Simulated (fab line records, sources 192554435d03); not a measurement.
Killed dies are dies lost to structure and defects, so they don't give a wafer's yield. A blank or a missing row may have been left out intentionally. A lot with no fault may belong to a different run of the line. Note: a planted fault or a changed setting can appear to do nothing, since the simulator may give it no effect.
Comparing a struck lot with a sound one :: flow n5-finfet :: 37 out of 1938 route steps
Sound: wafers L363.4, L363.5, L363.6. Struck: wafer L367.3 (left out: L367.4, L367.6 of the same lot, which were not struck); the cause appears at the end.
Order at every step that has rows: each side's tool, ch and its chambers, its first start. Under that, the readings that differ: sound wafers :: struck wafers :: difference of the means :: sigmas: that difference in standard deviations of wafers without a fault.
alike: readings whose means differ by less than 2 such deviations, and words and numbers that are the same on both sides. not compared: withheld readings, readings that some wafer has no value for, bounds like >300 that may hide the same value, and numbers for which the record gives no deviation and whose values overlap.
Wherever a step has rows on one side only, a row that says differs or no value, or a row with sigmas, the two part there. When numbers do not overlap yet have no deviation, they are printed without sigmas and do not part them. A reading missing from all wafers of one side parts the sides only when that side holds two or more wafers.

first, 9 steps without rows for these wafers: N5_BEOL_M4_ANNEAL_95 (time 240 s); N5_BEOL_M4_SPUTTER_96 (material Cu, target thk 4.5 nm, time 8.29 s); N5_BEOL_M4_ECD_50 (material Cu, target thk 300 nm); N5_BEOL_M4_ANNEAL_51 (time 90 s); N5_BEOL_M4_CMP_52 (polishes, stops on SiOC, t overpolish 6.8 s, target thk 40 nm); N5_BEOL_M4_PRE_CLEAN_60 (time 15 s); N5_BEOL_M4_CO_CAP_55 (material Co, precursor CCTBA/H2, target thk 2 nm, time 102.1 s); N5_BEOL_M4_PRE_CLEAN_56 (time 15 s); N5_BEOL_M4_DEP_57 (deposits SiCN from 3MS/NH3, target thk 8 nm, time 14 s).
N5_BEOL_M4_RC_MEAS_101:
  sound on prober-01 ch 0, day 9 11:53; struck on prober-02 ch 0, day 10 04:53
reading: DIBL_N (mV/V)
sound: 34.7 33.2 35.5
struck: 39.2
difference: +4.7
sigmas: +2

reading: DIBL_P (mV/V)
sound: 35.1 32.1 36.3
struck: 40.1
difference: +5.6
sigmas: +2

reading: ION_N (uA/um)
sound: 682 649 677
struck: 700
difference: +31
sigmas: +2
  alike: IOFF_N, IOFF_P, ION_P, SS_N, SS_P, VT_N, VT_P
then, 24 steps without rows for these wafers: N5_BEOL_M5_ILD_DEP_00 (deposits SiCOH lowk from DEMS/porogen, target thk 140.64 nm, time 25.9 s); N5_BEOL_M5_CURE_79 (cures SiCOH lowk, time 240 s); N5_BEOL_M5_PECVD_70 (deposits SiO2 from TEOS/O2, target thk 16 nm, time 18 s); N5_BEOL_M5_HM_DEP_02 (deposits TiN, target thk 20 nm); N5_BEOL_M5_COAT_59 (time 60 s, resist thk 60 nm); N5_BEOL_M5_COAT_60 (time 60 s, resist thk 12 nm); N5_BEOL_M5_COAT_71 (time 60 s, resist thk 5 nm); N5_BEOL_M5_COAT_05 (resist thk 30 nm); N5_BEOL_M5_EBR_07; N5_BEOL_M5_SOFTBAKE_06 (time 60 s); N5_BEOL_M5_EXPOSE_08 (exposes mask M5, target cd 28 nm); N5_BEOL_M5_PEB_09 (peb time 60 s); N5_BEOL_M5_DEVELOP_10 (develop time 30 s); N5_BEOL_M5_DESCUM_16 (chemistry O2, time 7 s); N5_BEOL_M5_ETCH_72 (etches underlayer in N2/H2, target depth 6.5 nm, time 5.2 s); N5_BEOL_M5_ETCH_61 (etches SiARC in CF4, target depth 15.6 nm, time 26 s); N5_BEOL_M5_ETCH_62 (etches SOC in N2/H2, target depth 75 nm, overetch 15 nm, time 112.5 s); N5_BEOL_M5_STRIP_63 (strips in N2/H2); N5_BEOL_M5_STRIP_73 (strips in N2/H2); N5_BEOL_M5_STRIP_64 (strips in CF4); N5_BEOL_M5_HM_OPEN_17 (chemistry Cl2/BCl3, target TiN, target depth 20 nm, overetch 6 nm); N5_BEOL_M5_STRIP_19 (strips in O2); N5_BEOL_M5_COAT_65 (time 60 s, resist thk 60 nm); N5_BEOL_M5_COAT_66 (time 60 s, resist thk 12 nm).
N5_BEOL_M7_ALD_77: deposits TaN, target thk 2 nm, pulse time 2 s, purge time 3 s.
  sound on ald-metal-02 ch 0,1,3, day 10 16:14; struck on ald-metal-02 ch 3, day 11 10:56
reading: ald-cycles
sound: 40 40 40
struck: 24
difference: -16
sigmas: 

reading: model.TaN_of_BEOL_M7_ALD_77.thk-nm (nm)
sound: 2 2 2
struck: 1.2
difference: -0.8
sigmas: 
  alike: heater-power-w
-- a jump in the record: the struck wafers' starts before and after are 3 days apart (it breaks off in module BEOL_M7 and resumes in module BEOL_M15, where the first step shown is number 1830 of the route) --
N5_BEOL_M15_RC_MEAS_101:
  sound on prober-01 ch 0, day 13 11:44; struck on prober-01 ch 0, day 14 04:41
reading: COMB_M11 (S/m)
sound: 1e-11 1.2e-11 1e-11
struck: 1.8e-11
difference: +7.3e-12
sigmas: +2

reading: COMB_M12 (S/m)
sound: 5.7e-12 4.9e-12 5.5e-12
struck: 8.5e-12
difference: +3.1e-12
sigmas: +2

reading: COMB_M13 (S/m)
sound: 7.7e-12 5.2e-12 5e-12
struck: 2.9e-12
difference: -3.1e-12
sigmas: -3

reading: COMB_M7 (S/m)
sound: 2.8e-11 3.1e-11 3.1e-11
struck: 1.59e-10
difference: +1.29e-10
sigmas: +25

reading: COMB_M7_max_site (S/m)
sound: 4.6e-11 3.5e-11 4.5e-11
struck: 2.35e-10
difference: +1.93e-10
sigmas: +21

reading: SERP_M11 (ohm/um)
sound: 3.35 3.34 3.18
struck: 2.94
difference: -0.35
sigmas: -3

reading: SERP_M14 (ohm/um)
sound: 0.175 0.175 0.164
struck: 0.155
difference: -0.016
sigmas: -2

reading: SERP_M14_max_site (ohm/um)
sound: 0.177 0.177 0.166
struck: 0.156
difference: -0.017
sigmas: -2
  alike: COMB_M10, COMB_M14, COMB_M15, COMB_M5, COMB_M6, COMB_M6_max_site, COMB_M8, COMB_M9, COMB_M9_max_site, SERP_M10, SERP_M12, SERP_M13, SERP_M5, SERP_M6, SERP_M7, SERP_M8, SERP_M9
N5_PASSIVATION_PROBE_49:
  sound: prober-01 at day 14 03:05; struck: prober-02 at day 14 17:00
reading: sort_bin_4_leakage (%)
sound: 0 0 0
struck: 0.76
difference: +0.76
sigmas: +19

reading: sort_bin_6_memory (%)
sound: 3.6 4.5 3.5
struck: 2.4
difference: -1.5
sigmas: -2
  alike: defect-limited-yield, killed_at_M0_to_M3, killed_at_M4_up, killed-at-contacts, killed-at-front-end, killed-at-other, killed-dies, killed-open, killed-short, sort_bin_5_function, sort_bin_8_speed, sort-n-pass, sort-yield-pct

WHERE THEY PART
Last at N5_PASSIVATION_PROBE_49 as far as this record goes, first at N5_BEOL_M4_RC_MEAS_101.

WHY: the cause the simulator had injected
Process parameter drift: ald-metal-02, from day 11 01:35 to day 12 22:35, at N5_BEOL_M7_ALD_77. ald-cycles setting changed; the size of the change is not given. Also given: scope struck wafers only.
